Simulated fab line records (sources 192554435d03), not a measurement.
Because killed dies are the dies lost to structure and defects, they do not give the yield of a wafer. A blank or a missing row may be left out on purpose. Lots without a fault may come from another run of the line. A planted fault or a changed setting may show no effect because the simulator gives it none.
fab line records -- flow n5-finfet
[record] lots = 10, wafers = 30, last-day = 18
route steps=1938 shown BEOL_M6@1241 BEOL_M7@1263 PASSIVATION@1936
lots untouched by any fault: they come from a run of this same line in which no faults occurred
start-h: start of the lot's first displayed wafer, in hours after the record's first day -- wait-h: hours from the lot's prior step to this one -- " as in the row above -- L1.1+2: one row covering several wafers at once -- - value missing, or start not given -- * or withheld: withheld -- < > ~ a bound
route shown NAME@n: NAME is a module with steps in the file, n the number in the route of the first one -- usual: mean and standard deviation over wafers with no fault -- same: alike in all rows -- chamber/n: place in a boat -- sites: the reading at each site -- _std_site: the values' standard deviation -- _edge_site: mean of outer sites minus mean of inner sites -- radius-mm: for every site, how far away it sits from the centre of the wafer -- mask NAME#n: copy n -- behind: the tool/chamber that last shaped the wafer -- hold: why the lot was held/for how many hours/how that ended -- device: names the non-switching transistor (n, p or np) -- end of line: the same wafers' tests at the end of the route -- a step with no rows: only its recipe -- killed: the dies lost at the first sort to structure and to defects; this is not the yield of the wafer -- map: a wafer's dies, marking killed ones x, the rest . and places with no die _
set.NAME: the setting the step ran with; set.NAME@STEP: the setting that earlier step ran with -- model.NAME: the simulator's own value behind a step, which no gauge read
a sample of lots followed through the steps of the route, with each step as a table and each wafer as a row
services: the hour from which a tool's chamber was out of use, counted from the record's first day as start-h (under 0 if before that day), plus the number of hours and why
[[steps]]
[step N5_BEOL_M6_STRIP_80]
[recipe] chemistry = N2/H2, time-s = 10, power-w = 450, temp-c = 40, pressure-mtorr = 20, rf-frequency-hz = 6e+07, bias-power-w = 7, n2-flow-sccm = 200, h2-flow-sccm = 200
[usual] drypump-motor-current-A = 5.8/0.57, h2-flow-sccm = 200.0/0.56, oes-product-au = 0.75/0.076, rf-vpp-V = 59.0/0.85, showerhead-plenum-p-Torr = 2.52/0.085, temp-c = 40.00/0.12, throttle-valve-pct = 23.6/0.39
lot.wafer,tool,chamber,start-h,wait-h,drypump-motor-current-A,h2-flow-sccm,oes-product-au,rf-hours-counter-h,rf-vpp-V,showerhead-plenum-p-Torr,temp-c,throttle-valve-pct
L852.3,rie-diel-05,2,-,-,6.3,200.6,0.71,203,59.3,2.53,39.90,24.3
L852.4,rie-diel-05,1,-,-,6.7,200.7,0.76,120,58.3,2.55,39.99,23.2
L852.6,rie-diel-05,0,-,-,6.5,200.5,0.82,-,59.7,2.56,39.81,23.5
L854.2,rie-diel-06,0,-,-,5.8,200.0,0.68,227,58.7,2.40,40.05,23.9
L854.4,rie-diel-06,1,-,-,5.4,199.3,0.69,201,57.4,2.41,40.00,24.2
L854.6,rie-diel-06,3,-,-,5.0,200.1,0.71,-,58.3,2.43,40.02,23.2
L857.2,rie-diel-06,3,-,-,5.0,199.0,0.72,196,59.1,2.43,39.98,23.2
L857.4,rie-diel-06,2,-,-,4.9,200.6,0.67,229,59.3,2.61,40.10,24.1
L857.6,rie-diel-06,2,-,-,4.9,199.6,0.66,-,59.0,2.61,40.17,24.1
L856.1,rie-diel-02,1,-,-,6.7,199.6,0.81,106,59.5,2.66,39.89,22.9
L856.3,rie-diel-02,2,-,-,6.1,199.5,0.76,138,58.7,2.55,39.99,23.7
L856.6,rie-diel-02,1,-,-,6.8,200.0,0.81,-,59.1,2.66,39.83,22.9
L859.1,rie-diel-05,1,-,-,6.7,200.9,0.73,142,59.2,2.54,39.82,23.2
L859.4,rie-diel-05,0,-,-,6.4,199.7,0.78,124,58.6,2.55,40.07,23.5
L859.5,rie-diel-05,2,-,-,6.2,200.1,0.69,-,60.2,2.52,40.01,24.3
L861.2,rie-diel-06,1,-,-,5.5,201.1,0.68,221,59.8,2.40,39.90,24.2
L861.4,rie-diel-06,0,-,-,5.8,199.4,0.68,246,58.8,2.39,40.19,23.9
L861.5,rie-diel-06,0,-,-,5.7,199.8,0.68,-,58.6,2.39,40.08,23.9
L863.3,rie-diel-02,0,-,-,5.7,199.5,0.75,183,60.1,2.51,40.10,23.5
L863.4,rie-diel-02,3,-,-,5.7,199.6,0.69,238,59.6,2.48,40.06,23.7
L863.6,rie-diel-02,3,-,-,5.7,199.6,0.69,-,58.5,2.48,40.05,23.7
L866.1,rie-diel-06,3,-,-,5.0,198.9,0.70,224,59.2,2.42,40.00,23.2
L866.3,rie-diel-06,0,-,-,5.7,199.0,0.94,7,60.2,2.70,40.13,23.8
L866.5,rie-diel-06,1,-,-,5.5,200.8,0.67,-,58.8,2.40,39.92,24.2
L869.2,rie-diel-02,2,-,-,6.1,200.1,0.72,164,57.7,2.54,39.74,23.8
L869.5,rie-diel-02,0,-,-,5.7,199.0,0.73,-,59.6,2.51,39.94,23.5
L869.6,rie-diel-02,1,-,-,6.8,199.6,0.77,-,59.2,2.64,39.94,23.0
L872.2,rie-diel-05,2,-,-,6.3,200.7,0.68,246,59.2,2.51,40.08,24.4
L872.4,rie-diel-05,1,-,-,6.6,200.3,0.73,165,58.9,2.53,40.08,23.3
L872.6,rie-diel-05,0,-,-,6.4,199.9,0.77,-,58.2,2.54,39.81,23.6
[step N5_BEOL_M6_CURE_75]
[recipe] temp-c = 370, time-s = 120, ambient = DMADMS/He, material = SiCOH_lowk
[usual] lamp-power-pct = 52.31/0.058, wafer_temp_C_max = 371.8/0.72
lot.wafer,tool,chamber,start-h,wait-h,lamp-power-pct,wafer_temp_C_max
L852.3,uv-cure-02,0,197.77,0.1,52.35,371.6
L852.4,uv-cure-02,0,197.77,0.1,52.28,372.2
L852.6,uv-cure-02,0,197.77,0.1,52.34,372.3
L854.2,uv-cure-02,2,215.33,0.2,52.21,372.2
L854.4,uv-cure-02,2,215.33,0.2,52.37,371.7
L854.6,uv-cure-02,2,215.33,0.2,52.24,371.5
L857.2,uv-cure-02,1,238.74,0.1,52.28,371.8
L857.4,uv-cure-02,1,238.74,0.1,52.36,371.9
L857.6,uv-cure-02,1,238.74,0.1,52.37,372.3
L856.1,uv-cure-03,1,255.73,0.0,52.29,371.1
L856.3,uv-cure-03,1,255.73,0.0,52.43,370.9
L856.6,uv-cure-03,1,255.73,0.0,52.37,370.9
L859.1,uv-cure-02,1,260.09,0.0,52.32,371.2
L859.4,uv-cure-02,1,260.09,0.0,52.42,371.9
L859.5,uv-cure-02,1,260.09,0.0,52.25,371.6
L861.2,uv-cure-01,0,274.11,0.1,52.31,372.6
L861.4,uv-cure-01,0,274.11,0.1,52.34,372.8
L861.5,uv-cure-01,0,274.11,0.1,52.25,371.6
L863.3,uv-cure-03,2,282.38,0.2,52.23,372.6
L863.4,uv-cure-03,2,282.38,0.2,52.30,372.8
L863.6,uv-cure-03,2,282.38,0.2,52.31,373.2
L866.1,uv-cure-03,2,319.70,0.2,52.22,373.3
L866.3,uv-cure-03,2,319.70,0.2,52.30,372.7
L866.5,uv-cure-03,2,319.70,0.2,52.27,371.9
L869.2,uv-cure-03,0,330.25,0.1,52.29,370.9
L869.5,uv-cure-03,0,330.25,0.1,52.31,370.8
L869.6,uv-cure-03,0,330.25,0.1,52.28,371.7
L872.2,uv-cure-03,1,334.15,0.1,52.30,371.8
L872.4,uv-cure-03,1,334.15,0.1,52.34,371.3
L872.6,uv-cure-03,1,334.15,0.1,52.23,371.5
[step N5_BEOL_M7_ILD_DEP_00]
[recipe] material = SiCOH_lowk, target-thk-a = 1797.5, temp-c = 300, precursor = DEMS/porogen, pressure-torr = 5, rf-w = 500, time-s = 33.4
[usual] heater-power-outer-w = 148/34, heater-power-w = 315/65, showerhead-plenum-p-Torr = 5.741/0.018, susceptor-temp-C = 300.00/0.19, throttle-valve-pct = 13.7/0.53
lot.wafer,tool,chamber,start-h,wait-h,heater-power-outer-w,heater-power-w,showerhead-plenum-p-Torr,susceptor-temp-C,throttle-valve-pct
L852.3,pecvd-03,1,202.75,0.0,152,327,5.734,300.26,14.4
L852.4,pecvd-03,0,202.75,0.0,188,373,5.754,300.02,13.8
L852.6,pecvd-03,1,202.75,0.0,162,335,5.749,300.24,14.7
L854.2,pecvd-03,0,217.54,0.0,156,335,5.780,299.98,13.9
L854.4,pecvd-03,0,217.54,0.0,165,347,5.762,300.13,13.8
L854.6,pecvd-03,2,217.54,0.0,161,338,5.723,300.01,13.3
L857.2,pecvd-04,2,242.64,0.0,177,322,5.735,300.12,13.5
L857.4,pecvd-04,0,242.64,0.0,102,234,5.760,300.00,14.2
L857.6,pecvd-04,1,242.64,0.0,95,243,5.740,300.09,13.1
L856.1,pecvd-02,2,258.59,0.0,135,321,5.725,300.16,14.0
L856.3,pecvd-02,1,258.59,0.0,199,440,5.736,299.97,14.0
L856.6,pecvd-02,1,258.59,0.0,202,448,5.760,299.83,13.8
L859.1,pecvd-02,0,262.13,0.0,145,271,5.738,300.08,13.1
L859.4,pecvd-02,0,262.13,0.0,146,277,5.740,300.03,12.8
L859.5,pecvd-02,1,262.13,0.0,202,437,5.745,299.87,13.8
L861.2,pecvd-02,0,276.92,0.0,120,241,5.727,300.03,12.9
L861.4,pecvd-02,0,276.92,0.0,123,241,5.741,299.92,13.1
L861.5,pecvd-02,1,276.92,0.0,181,401,5.752,300.12,14.1
L863.3,pecvd-02,1,285.15,0.0,168,398,5.749,299.90,14.0
L863.4,pecvd-02,0,285.15,0.0,141,269,5.729,299.75,12.9
L863.6,pecvd-02,1,285.15,0.0,175,410,5.757,299.76,14.1
L866.1,pecvd-02,0,323.76,0.0,124,246,5.724,299.92,13.2
L866.3,pecvd-02,1,323.76,0.0,163,389,5.758,299.71,13.8
L866.5,pecvd-02,1,323.76,0.0,175,388,5.745,299.57,13.9
L869.2,pecvd-02,0,334.44,0.0,125,246,5.729,296.71,12.9
L869.5,pecvd-02,2,334.44,0.0,112,281,5.735,300.28,14.0
L869.6,pecvd-02,1,334.44,0.0,198,445,5.746,300.16,13.9
L872.2,pecvd-04,0,336.47,0.0,90,213,5.753,300.24,14.3
L872.4,pecvd-04,2,336.47,0.0,161,305,5.735,299.86,13.4
L872.6,pecvd-04,1,336.47,0.0,93,236,5.748,299.97,13.1
[step N5_BEOL_M7_HM_DEP_02]
[recipe] material = TiN, target-thk-a = 200, temp-c = 25, chamber-pressure-pa = 0.49996
[usual] susceptor-temp-C = 25.00/0.11, throttle-valve-pct = 30.2/0.99
lot.wafer,tool,chamber,start-h,wait-h,susceptor-temp-C,throttle-valve-pct
L852.3,pvd-sputter-01,-,204.83,1.5,24.86,31.9
L852.4,pvd-sputter-01,-,204.83,1.5,24.68,30.3
L852.6,pvd-sputter-01,-,204.83,1.5,25.00,30.0
L854.2,pvd-sputter-03,-,219.27,1.1,25.08,30.1
L854.4,pvd-sputter-03,-,219.27,1.1,25.12,30.2
L854.6,pvd-sputter-03,-,219.27,1.1,25.19,30.1
L857.2,pvd-sputter-02,-,243.65,0.2,25.02,30.2
L857.4,pvd-sputter-02,-,243.65,0.2,25.07,28.5
L857.6,pvd-sputter-02,-,243.65,0.2,25.07,30.0
L856.1,pvd-sputter-02,-,260.41,1.2,24.81,28.1
L856.3,pvd-sputter-02,-,260.41,1.2,24.86,29.6
L856.6,pvd-sputter-02,-,260.41,1.2,25.00,30.3
L859.1,pvd-sputter-01,-,265.52,2.8,25.10,29.9
L859.4,pvd-sputter-01,-,265.52,2.8,25.04,30.0
L859.5,pvd-sputter-01,-,265.52,2.8,24.98,30.0
L861.2,pvd-sputter-03,-,278.98,1.4,25.09,28.8
L861.4,pvd-sputter-03,-,278.98,1.4,25.05,30.2
L861.5,pvd-sputter-03,-,278.98,1.4,24.89,31.3
L863.3,pvd-sputter-01,-,287.48,1.2,25.08,30.3
L863.4,pvd-sputter-01,-,287.48,1.2,24.98,30.0
L863.6,pvd-sputter-01,-,287.48,1.2,24.87,30.2
L866.1,pvd-sputter-01,-,326.04,1.7,25.16,29.8
L866.3,pvd-sputter-01,-,326.04,1.7,24.96,30.0
L866.5,pvd-sputter-01,-,326.04,1.7,25.23,29.7
L869.2,pvd-sputter-02,-,336.04,1.0,25.09,30.3
L869.5,pvd-sputter-02,-,336.04,1.0,25.02,29.8
L869.6,pvd-sputter-02,-,336.04,1.0,24.90,28.4
L872.2,pvd-sputter-03,-,337.71,0.6,24.91,31.7
L872.4,pvd-sputter-03,-,337.71,0.6,25.06,30.3
L872.6,pvd-sputter-03,-,337.71,0.6,25.03,30.2
[step N5_PASSIVATION_PROBE_49]
[usual] defect-limited-yield = 91.4/1.5, killed_at_M0_to_M3 = 33/11, killed_at_M4_up = 14/5.3, killed-at-contacts = 13/6.2, killed-at-front-end = 39/13, killed-at-other = 3.1/2.8, killed-dies = 102/17, killed-open = 68/13, killed-short = 32/7.8, sort_bin_4_leakage = 0.00/0.007, sort_bin_5_function = 5.1/0.95, sort_bin_6_memory = 3.2/0.7, sort_bin_8_speed = 0.02/0.16, sort-n-pass = 1078/18, sort-yield-pct = 91.3/1.5
[same] gross-dies = 1180, killed-at-back-side = 0
lot.wafer,tool,chamber,start-h,wait-h,defect-limited-yield[%],killed_at_M0_to_M3,killed_at_M4_up,killed-at-contacts,killed-at-front-end,killed-at-other,killed-dies,killed-open,killed-short,sort_bin_4_leakage[%],sort_bin_5_function[%],sort_bin_6_memory[%],sort_bin_8_speed[%],sort-n-pass,sort-yield-pct[%]
L852.3,prober-02,-,281.33,0.1,91.7,30,13,13,40,2,98,66,32,0,4.9,3.2,0,1082,91.7
L852.4,prober-02,-,281.38,0.2,92.4,27,18,15,28,2,90,62,27,0,5.4,2.0,0.08,1090,92.4
L852.6,prober-02,-,281.48,0.3,90.7,44,15,28,23,0,110,89,20,0,5.3,4.0,0,1070,90.7
L854.2,prober-01,-,300.93,0.1,91.9,28,13,14,38,3,96,61,34,0,4.1,3.6,0,1084,91.9
L854.4,prober-01,-,301.03,0.2,92.4,32,10,6,40,2,90,53,37,0,4.7,2.5,0,1090,92.4
L854.6,prober-01,-,301.13,0.3,90.7,35,7,15,46,7,110,76,34,0,5.6,3.5,0,1070,90.7
L857.2,prober-01,-,319.40,0.1,92.8,20,14,7,43,1,85,58,27,0,3.6,3.6,0,1095,92.8
L857.4,prober-01,-,319.50,0.2,91.8,29,11,17,39,1,97,69,28,0,5.2,2.6,0,1083,91.8
L857.6,prober-01,-,319.60,0.3,92.5,34,16,9,28,1,88,55,33,0,3.9,3.2,0,1092,92.5
L856.1,prober-01,-,336.63,0.3,91.4,30,23,5,41,2,101,67,34,0,5.0,3.4,0,1079,91.4
L856.3,prober-01,-,336.73,0.4,90.6,31,16,8,55,1,111,68,38,0,5.8,3.1,0,1069,90.6
L856.6,prober-01,-,336.88,0.5,90.8,35,19,12,41,2,109,77,32,0,4.9,4.2,0,1071,90.8
L859.1,prober-02,-,342.88,0.0,91.4,51,9,5,34,2,101,65,36,0,5.0,3.4,0,1079,91.4
L859.4,prober-02,-,343.03,0.2,91.2,39,17,6,39,3,104,67,32,0.08,4.7,3.5,0,1075,91.1
L859.5,prober-02,-,343.08,0.2,91.7,45,8,11,31,3,98,71,26,0,4.8,3.5,0,1082,91.7
L861.2,prober-02,-,359.19,0.1,90.8,30,12,19,41,7,109,74,34,0,5.1,4.0,0,1071,90.8
L861.4,prober-02,-,359.29,0.2,91.6,16,13,18,49,3,99,65,31,0,5.7,2.2,0,1081,91.6
L861.5,prober-02,-,359.34,0.2,92.5,17,13,23,36,0,89,67,21,0,4.4,3.0,0,1091,92.5
L863.3,prober-01,-,373.16,0.1,90.3,27,14,15,58,0,114,86,28,0,6.3,3.1,0,1066,90.3
L863.4,prober-01,-,373.21,0.2,90.8,28,15,15,49,1,108,79,28,0,5.3,3.5,0,1072,90.8
L863.6,prober-01,-,373.31,0.3,91.3,22,5,21,44,11,103,70,32,0,5.3,3.2,0,1077,91.3
L866.1,prober-01,-,409.83,0.0,91.4,26,17,19,34,5,101,70,31,0,5.1,3.4,0,1079,91.4
L866.3,prober-01,-,409.93,0.1,92.4,40,8,23,17,2,90,67,23,0,4.6,2.9,0,1090,92.4
L866.5,prober-01,-,410.03,0.2,92.1,33,16,16,25,3,93,58,35,0,3.9,3.4,0,1087,92.1
L872.2,prober-02,-,419.96,0.1,92.1,34,7,11,41,0,93,66,27,0,4.7,3.1,0,1087,92.1
L872.4,prober-02,-,420.06,0.2,91.8,37,18,10,32,0,97,70,25,0,4.6,3.3,0,1083,91.8
L872.6,prober-02,-,420.16,0.3,92.5,37,12,9,29,2,89,62,26,0,4.6,2.9,0,1091,92.5
L869.2,prober-02,-,422.91,0.1,90.2,56,6,6,45,3,116,65,41,0,4.8,3.9,0,1064,90.2
L869.5,prober-02,-,423.06,0.2,89.6,34,13,18,56,2,123,84,36,0,6.8,3.1,0,1057,89.6
L869.6,prober-02,-,423.11,0.3,89.0,46,13,14,55,2,130,76,52,0,6.4,3.9,0,1050,89.0
// killed by level:class
L852.3 FIN_SAQP:geometric-particle:short=11 BEOL_M4:geometric-particle:open=10 FIN_SAQP:geometric-particle:open=9 GATE_CUT:geometric-particle:open=9 MOL_CONTACT_COAG:geometric-particle:open=8 BEOL_M2:geometric-particle:open=8 BEOL_M1:geometric-particle:open=6 MOL_CONTACT_COAG:geometric-particle:short=5
L852.4 BEOL_M4:geometric-particle:open=12 MOL_CONTACT_COAG:geometric-particle:open=12 BEOL_M2:geometric-particle:open=9 FIN_SAQP:geometric-particle:short=6 FIN_SAQP:geometric-particle:open=5 STI_FIN_REVEAL:geometric-particle:open=5 BEOL_M3:geometric-particle:open=4 BEOL_M0_SAQP:geometric-particle:open=4
L852.6 MOL_CONTACT_COAG:geometric-particle:open=25 BEOL_M2:geometric-particle:open=14 BEOL_M4:geometric-particle:open=9 BEOL_M3:geometric-particle:open=8 FIN_SAQP:geometric-particle:open=6 STI_FIN_REVEAL:geometric-particle:open=5 BEOL_M0_SAQP:geometric-particle:open=5 BEOL_M0_SAQP:geometric-particle:short=5
L854.2 DUMMY_GATE:geometric-particle:open=9 MOL_CONTACT_COAG:geometric-particle:open=9 BEOL_M0_SAQP:geometric-particle:short=9 BEOL_M0_SAQP:geometric-particle:open=8 FIN_SAQP:geometric-particle:open=5 FIN_SAQP:geometric-particle:short=5 STI_FIN_REVEAL:geometric-particle:open=5 MOL_CONTACT_COAG:geometric-particle:short=5
L854.4 BEOL_M2:geometric-particle:open=12 FIN_SAQP:geometric-particle:short=10 FIN_SAQP:geometric-particle:open=9 BEOL_M0_SAQP:geometric-particle:short=7 BEOL_M0_SAQP:geometric-particle:open=7 STI_FIN_REVEAL:geometric-particle:open=6 BEOL_M5:geometric-particle:open=4 STI_FIN_REVEAL:geometric-particle:short=3
L854.6 STI_FIN_REVEAL:geometric-particle:open=13 MOL_CONTACT_COAG:geometric-particle:open=12 BEOL_M0_SAQP:geometric-particle:open=9 BEOL_M0_SAQP:geometric-particle:short=8 STI_FIN_REVEAL:geometric-particle:short=7 BEOL_M2:geometric-particle:open=5 FIN_SAQP:geometric-particle:open=4 FIN_CUT:geometric-particle:open=4
L857.2 FIN_SAQP:geometric-particle:open=12 FIN_SAQP:geometric-particle:short=10 BEOL_M4:geometric-particle:open=9 STI_FIN_REVEAL:geometric-particle:open=6 BEOL_M1:geometric-particle:open=6 MOL_CONTACT_COAG:geometric-particle:open=5 STARTING-WAFER:geometric-particle:open=5 BEOL_M0_SAQP:geometric-particle:short=4
L857.4 FIN_SAQP:geometric-particle:open=15 MOL_CONTACT_COAG:geometric-particle:open=14 STI_FIN_REVEAL:geometric-particle:open=8 BEOL_M4:geometric-particle:open=8 FIN_SAQP:geometric-particle:short=6 BEOL_M0_SAQP:geometric-particle:open=6 BEOL_M0_SAQP:geometric-particle:short=6 BEOL_M1:geometric-particle:open=6
L857.6 BEOL_M0_SAQP:geometric-particle:short=14 BEOL_M0_SAQP:geometric-particle:open=10 STI_FIN_REVEAL:geometric-particle:open=8 MOL_CONTACT_COAG:geometric-particle:open=7 FIN_SAQP:geometric-particle:open=4 BEOL_M1:geometric-particle:open=4 BEOL_M2:geometric-particle:open=4 FIN_SAQP:geometric-particle:short=3
L856.1 FIN_SAQP:geometric-particle:open=16 BEOL_M3:geometric-particle:open=11 BEOL_M4:geometric-particle:open=10 FIN_SAQP:geometric-particle:short=9 BEOL_M0_SAQP:geometric-particle:short=8 MOL_CONTACT_COAG:geometric-particle:open=5 BEOL_M8:geometric-particle:open=5 BEOL_M0_SAQP:geometric-particle:open=3
L856.3 FIN_SAQP:geometric-particle:open=17 STI_FIN_REVEAL:geometric-particle:open=8 BEOL_M0_SAQP:geometric-particle:short=8 FIN_SAQP:geometric-particle:short=7 BEOL_M0_SAQP:geometric-particle:open=7 DUMMY_GATE:geometric-particle:open=6 MOL_CONTACT_COAG:geometric-particle:open=5 BEOL_M1:geometric-particle:short=5
L856.6 BEOL_M4:geometric-particle:open=13 FIN_SAQP:geometric-particle:open=10 DUMMY_GATE:geometric-particle:open=8 MOL_CONTACT_COAG:geometric-particle:open=8 BEOL_M2:geometric-particle:open=8 FIN_SAQP:geometric-particle:short=7 BEOL_M0_SAQP:geometric-particle:open=7 BEOL_M3:geometric-particle:open=7
L859.1 BEOL_M3:geometric-particle:open=14 BEOL_M2:geometric-particle:open=11 BEOL_M0_SAQP:geometric-particle:open=8 FIN_SAQP:geometric-particle:open=6 BEOL_M2:geometric-particle:short=6 BEOL_M0_SAQP:geometric-particle:short=5 FIN_SAQP:geometric-particle:short=4 BEOL_M0:geometric-particle:open=4
L859.4 BEOL_M2:geometric-particle:open=20 FIN_SAQP:geometric-particle:short=9 FIN_SAQP:geometric-particle:open=7 BEOL_M3:geometric-particle:open=7 MOL_CONTACT_COAG:geometric-particle:open=6 STI_FIN_REVEAL:geometric-particle:open=5 BEOL_M4:geometric-particle:open=5 GATE_CUT:geometric-particle:open=4
L859.5 BEOL_M2:geometric-particle:open=17 MOL_CONTACT_COAG:geometric-particle:open=11 STI_FIN_REVEAL:geometric-particle:open=9 BEOL_M3:geometric-particle:open=9 BEOL_M0_SAQP:geometric-particle:open=7 FIN_SAQP:geometric-particle:short=6 BEOL_M0_SAQP:geometric-particle:short=5 STI_FIN_REVEAL:geometric-particle:short=3
L861.2 MOL_CONTACT_COAG:geometric-particle:open=14 BEOL_M2:geometric-particle:open=9 STI_FIN_REVEAL:geometric-particle:open=8 BEOL_M0_SAQP:geometric-particle:short=6 BEOL_M0:geometric-particle:open=6 FIN_SAQP:geometric-particle:short=5 MOL_CONTACT_COAG:geometric-particle:short=5 BEOL_M4:geometric-particle:open=5
L861.4 MOL_CONTACT_COAG:geometric-particle:open=16 STI_FIN_REVEAL:geometric-particle:open=12 FIN_SAQP:geometric-particle:short=9 BEOL_M3:geometric-particle:open=5 DUMMY_GATE:geometric-particle:open=4 BEOL_M4:geometric-particle:open=4 FIN_SAQP:geometric-particle:open=3 FIN_CUT:geometric-particle:open=3
L861.5 MOL_CONTACT_COAG:geometric-particle:open=18 FIN_SAQP:geometric-particle:open=9 BEOL_M3:geometric-particle:open=7 STI_FIN_REVEAL:geometric-particle:open=6 MOL_CONTACT_COAG:geometric-particle:short=5 DUMMY_GATE:geometric-particle:open=4 BEOL_M2:geometric-particle:open=4 GATE_CUT:geometric-particle:open=3
L863.3 STI_FIN_REVEAL:geometric-particle:open=20 BEOL_M2:geometric-particle:open=14 MOL_CONTACT_COAG:geometric-particle:open=11 FIN_SAQP:geometric-particle:open=9 FIN_SAQP:geometric-particle:short=7 DUMMY_GATE:geometric-particle:open=7 MOL_CONTACT_COAG:geometric-particle:short=4 BEOL_M0_SAQP:geometric-particle:open=4
L863.4 STI_FIN_REVEAL:geometric-particle:open=18 MOL_CONTACT_COAG:geometric-particle:open=12 BEOL_M1:geometric-particle:open=9 FIN_SAQP:geometric-particle:open=8 FIN_SAQP:geometric-particle:short=6 BEOL_M2:geometric-particle:open=6 BEOL_M4:geometric-particle:open=6 BEOL_M0_SAQP:geometric-particle:short=5
L863.6 MOL_CONTACT_COAG:geometric-particle:open=17 STI_FIN_REVEAL:geometric-particle:open=16 BEOL_M0_SAQP:geometric-particle:short=5 BEOL_M3:geometric-particle:open=5 FIN_SAQP:geometric-particle:open=4 FIN_SAQP:geometric-particle:short=4 STI_FIN_REVEAL:geometric-particle:short=4 GATE_CUT:geometric-particle:open=4
L866.1 MOL_CONTACT_COAG:geometric-particle:open=18 BEOL_M4:geometric-particle:open=10 STI_FIN_REVEAL:geometric-particle:open=8 BEOL_M2:geometric-particle:open=7 BEOL_M0_SAQP:geometric-particle:short=6 FIN_SAQP:geometric-particle:open=5 FIN_SAQP:geometric-particle:short=5 DUMMY_GATE:geometric-particle:open=5
L866.3 MOL_CONTACT_COAG:geometric-particle:open=19 BEOL_M1:geometric-particle:open=10 BEOL_M0_SAQP:geometric-particle:open=9 BEOL_M2:geometric-particle:open=6 BEOL_M3:geometric-particle:open=5 MOL_CONTACT_COAG:geometric-particle:short=4 BEOL_M3:geometric-particle:short=4 FIN_SAQP:geometric-particle:short=3
L866.5 MOL_CONTACT_COAG:geometric-particle:open=12 BEOL_M0_SAQP:geometric-particle:short=11 STI_FIN_REVEAL:geometric-particle:open=6 BEOL_M8:geometric-particle:open=6 BEOL_M0_SAQP:geometric-particle:open=5 BEOL_M3:geometric-particle:open=5 FIN_SAQP:geometric-particle:open=4 MOL_CONTACT_COAG:geometric-particle:short=4
L872.2 FIN_SAQP:geometric-particle:open=21 BEOL_M3:geometric-particle:open=13 MOL_CONTACT_COAG:geometric-particle:open=8 FIN_SAQP:geometric-particle:short=7 BEOL_M0_SAQP:geometric-particle:open=5 BEOL_M0_SAQP:geometric-particle:short=5 BEOL_M1:geometric-particle:open=5 DUMMY_GATE:geometric-particle:open=4
L872.4 MOL_CONTACT_COAG:geometric-particle:open=10 BEOL_M0_SAQP:geometric-particle:open=10 BEOL_M1:geometric-particle:open=8 STARTING-WAFER:geometric-particle:open=8 BEOL_M0_SAQP:geometric-particle:short=6 BEOL_M4:geometric-particle:open=6 STI_FIN_REVEAL:geometric-particle:open=5 BEOL_M3:geometric-particle:open=5
L872.6 BEOL_M1:geometric-particle:open=9 BEOL_M3:geometric-particle:open=9 MOL_CONTACT_COAG:geometric-particle:open=8 BEOL_M5:geometric-particle:open=7 BEOL_M0_SAQP:geometric-particle:open=6 BEOL_M0_SAQP:geometric-particle:short=6 FIN_SAQP:geometric-particle:open=5 DUMMY_GATE:geometric-particle:short=4
L869.2 BEOL_M0_SAQP:geometric-particle:short=11 BEOL_M0_SAQP:geometric-particle:open=10 BEOL_M3:geometric-particle:open=10 STI_FIN_REVEAL:geometric-particle:open=9 FIN_SAQP:geometric-particle:open=8 BEOL_M2:geometric-particle:open=8 HKMG_FIN:area-etch=8 FIN_SAQP:geometric-particle:short=7
L869.5 MOL_CONTACT_COAG:geometric-particle:open=15 FIN_SAQP:geometric-particle:open=12 STI_FIN_REVEAL:geometric-particle:open=12 BEOL_M0_SAQP:geometric-particle:open=9 BEOL_M0_SAQP:geometric-particle:short=9 FIN_SAQP:geometric-particle:short=6 DUMMY_GATE:geometric-particle:open=6 BEOL_M2:geometric-particle:open=5
L869.6 FIN_SAQP:geometric-particle:open=12 FIN_SAQP:geometric-particle:short=9 BEOL_M2:geometric-particle:open=9 STARTING-WAFER:geometric-particle:short=9 MOL_CONTACT_COAG:geometric-particle:open=8 BEOL_M0_SAQP:geometric-particle:open=8 BEOL_M0_SAQP:geometric-particle:short=7 BEOL_M1:geometric-particle:open=7
[[services]]
tool,chamber,start-h,hours,kind
rie-diel-05,2,176.47,4.3,repair
pvd-sputter-02,-,197.53,7.5,repair
uv-cure-01,-,211.12,6.1,repair
rie-diel-02,-,212.23,1.0,repair
pecvd-03,0,222.15,4.3,repair
uv-cure-02,-,225.19,7.1,pm
rie-diel-06,-,227.77,0.4,repair
rie-diel-05,3,229.94,6.9,repair
rie-diel-05,2,235.44,7.4,repair
pecvd-03,-,250.63,0.8,pm
uv-cure-03,-,259.13,9.8,repair
rie-diel-05,-,260.09,1.4,repair
pecvd-04,0,281.77,3.5,repair
pecvd-02,-,282.92,1.1,repair
rie-diel-06,0,287.51,-,clean
rie-diel-06,0,287.51,-,consumable-replace:focus-ring
rie-diel-06,0,287.51,-,consumable-replace:showerhead
rie-diel-06,0,287.51,16.2,scheduled-down
rie-diel-02,0,294.09,10.7,repair
uv-cure-01,-,296.42,5.3,repair
pecvd-02,0,299.03,5.5,scheduled-down
pecvd-04,-,299.57,1.2,repair
rie-diel-06,1,306.01,2.9,repair
uv-cure-02,-,307.08,2.8,pm
[[key]]
[first-sign] step = N5_BEOL_M7_ILD_DEP_00, reading = susceptor-temp-C, direction = down, sigmas = 17, usual = *, struck = *
effect none on later readings
met-at N5_BEOL_M7_ILD_DEP_00
struck-lots L869
struck-wafers L869.2
not-acting-at N5_BEOL_M6_STRIP_80,N5_BEOL_M6_CURE_75,N5_BEOL_M7_HM_DEP_02
onset-between 323.76 334.44
[fault] kind = process-parameter-drift, tool = pecvd-02, chamber = 0, onset-h = 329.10, steps = N5_BEOL_M7_ILD_DEP_00, channel = temp-c, offset = *, shape = step, end-h = 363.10, acts-in = *, stated = *
